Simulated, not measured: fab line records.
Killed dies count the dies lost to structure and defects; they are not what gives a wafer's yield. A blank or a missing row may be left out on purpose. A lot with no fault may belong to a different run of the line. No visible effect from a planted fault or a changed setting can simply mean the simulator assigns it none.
fab line records :: flow nand-harc
record:
  lots: 5
  wafers: 15
  last-day: 31
route steps=1302 shown P_STI@108 P_GATE@110
lots that met no fault: from a run of the same line without faults
start-h: hours from the record's opening day to when the first of the lot's shown wafers began :: wait-h: hours from the lot's prior step to this one :: " same as the row above :: L1.1+2: a row that stands for several wafers :: - either no value or no given start :: * or withheld: withheld :: < > ~ a bound
route shown NAME@n: names a module that has steps shown in the file, with the first one's number in the route :: usual: mean and standard deviation over wafers with no fault :: same: alike in all rows :: chamber/n: place in a boat :: sites: each site's reading :: _std_site: the values' standard deviation :: _edge_site: inner sites' mean taken away from outer sites' mean :: radius-mm: for every site, how far away it sits from the centre of the wafer :: mask NAME#n: copy n :: behind: the tool/chamber that last shaped the wafer :: hold: why the lot was held/for how many hours/how that ended :: device: transistor that didn't switch, given as n, p or np :: end of line: the route-end tests of the same wafers :: a step given without rows: its recipe and nothing more :: killed: the dies lost at the first sort to structure and to defects; this is not the yield of the wafer :: map: a wafer's dies, marking killed ones x, the rest . and places with no die _
set.NAME: setting as actually run; set.NAME@STEP: the setting as run at that earlier step :: model.NAME: the simulator's own value behind a step, which no gauge read
certain route steps with their lots: each step a table, each wafer a row
services: when a tool's chamber went out of use (start-h, in hours from the record's first day, below 0 if earlier), for how many hours, and the reason
== steps ==
step: NHARC_P_STI_OXIDE_40
recipe:
  target-thk-a: 100
  temp-c: 900
  ox-time-s: 1362
  material: SiO2
lot.wafer: L075.1+2+3
tool: furnace-07
chamber: 0
start-h: 79.34
wait-h: -

lot.wafer: L076.2+5+6
tool: furnace-04
chamber: 0
start-h: 93.97
wait-h: -

lot.wafer: L082.2+4+5
tool: furnace-04
chamber: 0
start-h: 146.57
wait-h: -

lot.wafer: L088.1+3+4
tool: furnace-07
chamber: 0
start-h: 212.46
wait-h: -

lot.wafer: L093.1+2+3
tool: furnace-03
chamber: 0
start-h: 257.01
wait-h: -
step: NHARC_P_STI_INSPECT_25
usual:
  raw-defect-count: 222/77
lot.wafer: L075.1
tool: defect-inspect-02
chamber: -
start-h: 83.38
wait-h: 0.4
raw-defect-count: 261

lot.wafer: L075.2
tool: defect-inspect-02
chamber: -
start-h: 83.38
wait-h: 0.4
raw-defect-count: 247

lot.wafer: L075.3
tool: defect-inspect-02
chamber: -
start-h: 83.38
wait-h: 0.4
raw-defect-count: 290

lot.wafer: L076.2
tool: defect-inspect-02
chamber: -
start-h: 98.03
wait-h: 0.4
raw-defect-count: 246

lot.wafer: L076.5
tool: defect-inspect-02
chamber: -
start-h: 98.03
wait-h: 0.4
raw-defect-count: 127

lot.wafer: L076.6
tool: defect-inspect-02
chamber: -
start-h: 98.03
wait-h: 0.4
raw-defect-count: 219

lot.wafer: L082.2
tool: defect-inspect-01
chamber: -
start-h: 150.69
wait-h: 0.4
raw-defect-count: 161

lot.wafer: L082.4
tool: defect-inspect-01
chamber: -
start-h: 150.69
wait-h: 0.4
raw-defect-count: 199

lot.wafer: L082.5
tool: defect-inspect-01
chamber: -
start-h: 150.69
wait-h: 0.4
raw-defect-count: 244

lot.wafer: L088.1
tool: defect-inspect-01
chamber: -
start-h: 216.49
wait-h: 0.4
raw-defect-count: 198

lot.wafer: L088.3
tool: defect-inspect-01
chamber: -
start-h: 216.49
wait-h: 0.4
raw-defect-count: 392

lot.wafer: L088.4
tool: defect-inspect-01
chamber: -
start-h: 216.49
wait-h: 0.4
raw-defect-count: 330

lot.wafer: L093.1
tool: defect-inspect-02
chamber: -
start-h: 261.02
wait-h: 0.4
raw-defect-count: 137

lot.wafer: L093.2
tool: defect-inspect-02
chamber: -
start-h: 261.02
wait-h: 0.4
raw-defect-count: 149

lot.wafer: L093.3
tool: defect-inspect-02
chamber: -
start-h: 261.02
wait-h: 0.4
raw-defect-count: 170
step: NHARC_P_GATE_ETCH_69
recipe:
  target-depth-a: 140
  chemistry: dHF
  material: SiO2
lot.wafer: L075.2+1+3
tool: wet-bench-09
chamber: 4,7,0
start-h: 83.45
wait-h: 0.1

lot.wafer: L076.6+5+2
tool: wet-bench-01
chamber: 7,0,1
start-h: 98.08
wait-h: 0.0

lot.wafer: L082.4+2+5
tool: wet-bench-01
chamber: 3,6,7
start-h: 150.74
wait-h: 0.0

lot.wafer: L088.4+1+3
tool: wet-bench-09
chamber: 6,7,0
start-h: 216.54
wait-h: 0.0

lot.wafer: L093.3+1+2
tool: wet-bench-09
chamber: 7,1,4
start-h: 261.07
wait-h: 0.0
step: NHARC_P_GATE_PRECLEAN_70
recipe:
  time-s: *
  temp-c: 50
  bath-age-min: 0
  chemistry: SC1
usual:
  diw-flow-mL-min: 1415/4.3
  temp-c: 50.00/0.12
lot.wafer: L075.2
tool: wet-bench-09
chamber: 4
start-h: 83.53
wait-h: 0.1
diw-flow-mL-min: 1412
temp-c: 50.17

lot.wafer: L075.1
tool: wet-bench-09
chamber: 7
start-h: 83.53
wait-h: 0.1
diw-flow-mL-min: 1412
temp-c: 49.79

lot.wafer: L075.3
tool: wet-bench-09
chamber: 0
start-h: 83.53
wait-h: 0.1
diw-flow-mL-min: 1416
temp-c: 50.06

lot.wafer: L076.6
tool: wet-bench-01
chamber: 7
start-h: 98.17
wait-h: 0.1
diw-flow-mL-min: 1406
temp-c: 50.12

lot.wafer: L076.5
tool: wet-bench-01
chamber: 0
start-h: 98.17
wait-h: 0.1
diw-flow-mL-min: 1407
temp-c: 49.97

lot.wafer: L076.2
tool: wet-bench-01
chamber: 1
start-h: 98.17
wait-h: 0.1
diw-flow-mL-min: 1418
temp-c: 49.99

lot.wafer: L082.4
tool: wet-bench-01
chamber: 3
start-h: 150.84
wait-h: 0.1
diw-flow-mL-min: 1414
temp-c: 50.19

lot.wafer: L082.2
tool: wet-bench-01
chamber: 6
start-h: 150.84
wait-h: 0.1
diw-flow-mL-min: 1414
temp-c: 49.97

lot.wafer: L082.5
tool: wet-bench-01
chamber: 7
start-h: 150.84
wait-h: 0.1
diw-flow-mL-min: 1420
temp-c: 49.93

lot.wafer: L088.4
tool: wet-bench-09
chamber: 6
start-h: 216.63
wait-h: 0.1
diw-flow-mL-min: 1423
temp-c: 50.06

lot.wafer: L088.1
tool: wet-bench-09
chamber: 7
start-h: 216.63
wait-h: 0.1
diw-flow-mL-min: 1419
temp-c: 49.95

lot.wafer: L088.3
tool: wet-bench-09
chamber: 0
start-h: 216.63
wait-h: 0.1
diw-flow-mL-min: 1415
temp-c: 50.10

lot.wafer: L093.3
tool: wet-bench-09
chamber: 7
start-h: 261.17
wait-h: 0.1
diw-flow-mL-min: 1422
temp-c: 49.94

lot.wafer: L093.1
tool: wet-bench-09
chamber: 1
start-h: 261.17
wait-h: 0.1
diw-flow-mL-min: 1409
temp-c: 50.11

lot.wafer: L093.2
tool: wet-bench-09
chamber: 4
start-h: 261.17
wait-h: 0.1
diw-flow-mL-min: 1416
temp-c: 49.86
step: NHARC_P_GATE_SRD_01
lot.wafer: L075.2+1+3
tool: wet-bench-09
chamber: 4,7,0
start-h: -
wait-h: -

lot.wafer: L076.6+5+2
tool: wet-bench-01
chamber: 7,0,1
start-h: -
wait-h: -

lot.wafer: L082.4+2+5
tool: wet-bench-01
chamber: 3,6,7
start-h: -
wait-h: -

lot.wafer: L088.4+1+3
tool: wet-bench-09
chamber: 6,7,0
start-h: -
wait-h: -

lot.wafer: L093.3+1+2
tool: wet-bench-09
chamber: 7,1,4
start-h: -
wait-h: -
step: NHARC_P_GATE_OXIDE_02
recipe:
  target-thk-a: 375
  temp-c: 950
  p-h2o-torr: 720
  ox-time-s: 365
  material: SiO2
lot.wafer: L075.1+2+3
tool: furnace-02
chamber: 0
start-h: 86.87
wait-h: -

lot.wafer: L076.2+5+6
tool: furnace-08
chamber: 0
start-h: 101.39
wait-h: -

lot.wafer: L082.2+4+5
tool: furnace-06
chamber: 0
start-h: 154.52
wait-h: -

lot.wafer: L088.1+3+4
tool: furnace-08
chamber: 0
start-h: 219.84
wait-h: -

lot.wafer: L093.1+2+3
tool: furnace-08
chamber: 0
start-h: 264.38
wait-h: -
step: NHARC_P_GATE_DEHYDRATE_03
recipe:
  temp-c: 150
  time-s: 120
lot.wafer: L075.1+2+3
tool: litho-track-07
chamber: 0
start-h: 91.47
wait-h: 0.4

lot.wafer: L076.2+5+6
tool: litho-track-02
chamber: 0
start-h: 106.03
wait-h: 0.4

lot.wafer: L082.2+4+5
tool: litho-track-07
chamber: 0
start-h: 159.08
wait-h: 0.4

lot.wafer: L088.1+3+4
tool: litho-track-03
chamber: 0
start-h: 224.50
wait-h: 0.4

lot.wafer: L093.1+2+3
tool: litho-track-02
chamber: 0
start-h: 269.06
wait-h: 0.4
step: NHARC_P_GATE_HMDS_04
recipe:
  time-s: 30
lot.wafer: L075.1+2+3
tool: litho-track-07
chamber: 0
start-h: -
wait-h: -

lot.wafer: L076.2+5+6
tool: litho-track-02
chamber: 0
start-h: -
wait-h: -

lot.wafer: L082.2+4+5
tool: litho-track-07
chamber: 0
start-h: -
wait-h: -

lot.wafer: L088.1+3+4
tool: litho-track-03
chamber: 0
start-h: -
wait-h: -

lot.wafer: L093.1+2+3
tool: litho-track-02
chamber: 0
start-h: -
wait-h: -
step: NHARC_P_GATE_COAT_05
recipe:
  spin-rpm: 4690
lot.wafer: L075.1+2+3
tool: litho-track-07
chamber: 0
start-h: -
wait-h: -

lot.wafer: L076.2+5+6
tool: litho-track-02
chamber: 0
start-h: -
wait-h: -

lot.wafer: L082.2+4+5
tool: litho-track-07
chamber: 0
start-h: -
wait-h: -

lot.wafer: L088.1+3+4
tool: litho-track-03
chamber: 0
start-h: -
wait-h: -

lot.wafer: L093.1+2+3
tool: litho-track-02
chamber: 0
start-h: -
wait-h: -
step: NHARC_P_GATE_SOFTBAKE_06
recipe:
  temp-c: 122
  time-s: 95
lot.wafer: L075.1+2+3
tool: litho-track-07
chamber: 0
start-h: -
wait-h: -

lot.wafer: L076.2+5+6
tool: litho-track-02
chamber: 0
start-h: -
wait-h: -

lot.wafer: L082.2+4+5
tool: litho-track-07
chamber: 0
start-h: -
wait-h: -

lot.wafer: L088.1+3+4
tool: litho-track-03
chamber: 0
start-h: -
wait-h: -

lot.wafer: L093.1+2+3
tool: litho-track-02
chamber: 0
start-h: -
wait-h: -
step: NHARC_P_GATE_EBR_07
lot.wafer: L075.1+2+3
tool: litho-track-07
chamber: 0
start-h: -
wait-h: -

lot.wafer: L076.2+5+6
tool: litho-track-02
chamber: 0
start-h: -
wait-h: -

lot.wafer: L082.2+4+5
tool: litho-track-07
chamber: 0
start-h: -
wait-h: -

lot.wafer: L088.1+3+4
tool: litho-track-03
chamber: 0
start-h: -
wait-h: -

lot.wafer: L093.1+2+3
tool: litho-track-02
chamber: 0
start-h: -
wait-h: -
step: NHARC_P_GATE_EXPOSE_08
recipe:
  na: 0.6
  dose-mj: 16.75
  mask-id: P_HV
lot.wafer: L075.1+2+3
tool: krf-scanner-03
chamber: 0
start-h: 91.74
wait-h: -
mask: P_HV#0

lot.wafer: L076.2+5+6
tool: krf-scanner-01
chamber: 0
start-h: 106.30
wait-h: -
mask: P_HV#0

lot.wafer: L082.2+4+5
tool: krf-scanner-03
chamber: 0
start-h: 159.23
wait-h: -
mask: P_HV#0

lot.wafer: L088.1+3+4
tool: krf-scanner-04
chamber: 0
start-h: 224.65
wait-h: -
mask: P_HV#0

lot.wafer: L093.1+2+3
tool: krf-scanner-03
chamber: 0
start-h: 269.33
wait-h: -
mask: P_HV#0
step: NHARC_P_GATE_PEB_09
recipe:
  peb-temp-c: 118
  peb-time-s: 85
same:
  peb-time-s: 85
lot.wafer: L075.1+2+3
tool: litho-track-02
chamber: 0
start-h: 91.81
wait-h: 0.1

lot.wafer: L076.2+5+6
tool: litho-track-07
chamber: 0
start-h: 106.36
wait-h: 0.1

lot.wafer: L082.2+4+5
tool: litho-track-02
chamber: 0
start-h: 159.29
wait-h: 0.1

lot.wafer: L088.1+3+4
tool: litho-track-07
chamber: 0
start-h: 224.72
wait-h: 0.1

lot.wafer: L093.1+2+3
tool: litho-track-03
chamber: 0
start-h: 269.39
wait-h: 0.1
== services ==
tool: furnace-08
chamber: -
start-h: 67.23
hours: 24.8
kind: repair

tool: litho-track-07
chamber: -
start-h: 76.00
hours: 7.0
kind: pm

tool: litho-track-03
chamber: -
start-h: 100.00
hours: 7.0
kind: pm

tool: wet-bench-01
chamber: -
start-h: 101.63
hours: 8.0
kind: pm

tool: krf-scanner-03
chamber: -
start-h: 132.37
hours: 0.2
kind: repair

tool: krf-scanner-01
chamber: -
start-h: 140.00
hours: 4.0
kind: pm

tool: krf-scanner-04
chamber: -
start-h: 169.11
hours: 1.5
kind: repair

tool: wet-bench-09
chamber: -
start-h: 176.80
hours: 8.0
kind: pm

tool: krf-scanner-04
chamber: -
start-h: 181.94
hours: 1.2
kind: repair

tool: wet-bench-09
chamber: 0
start-h: 184.80
hours: -
kind: consumable-replace:bath

tool: wet-bench-09
chamber: 0
start-h: 184.80
hours: -
kind: consumable-replace:filter

tool: wet-bench-09
chamber: 1
start-h: 184.80
hours: -
kind: consumable-replace:bath

tool: wet-bench-09
chamber: 1
start-h: 184.80
hours: -
kind: consumable-replace:filter

tool: wet-bench-09
chamber: 2
start-h: 184.80
hours: -
kind: consumable-replace:bath

tool: wet-bench-09
chamber: 2
start-h: 184.80
hours: -
kind: consumable-replace:filter

tool: wet-bench-09
chamber: 3
start-h: 184.80
hours: -
kind: consumable-replace:bath

tool: wet-bench-09
chamber: 3
start-h: 184.80
hours: -
kind: consumable-replace:filter

tool: wet-bench-09
chamber: 4
start-h: 184.80
hours: -
kind: consumable-replace:bath

tool: wet-bench-09
chamber: 4
start-h: 184.80
hours: -
kind: consumable-replace:filter

tool: wet-bench-09
chamber: 5
start-h: 184.80
hours: -
kind: consumable-replace:bath

tool: krf-scanner-03
chamber: -
start-h: 224.00
hours: 4.0
kind: pm

tool: litho-track-02
chamber: -
start-h: 227.00
hours: 7.0
kind: pm

tool: krf-scanner-04
chamber: -
start-h: 230.22
hours: 6.8
kind: repair

tool: litho-track-07
chamber: -
start-h: 251.00
hours: 7.0
kind: pm
== key ==
fault none
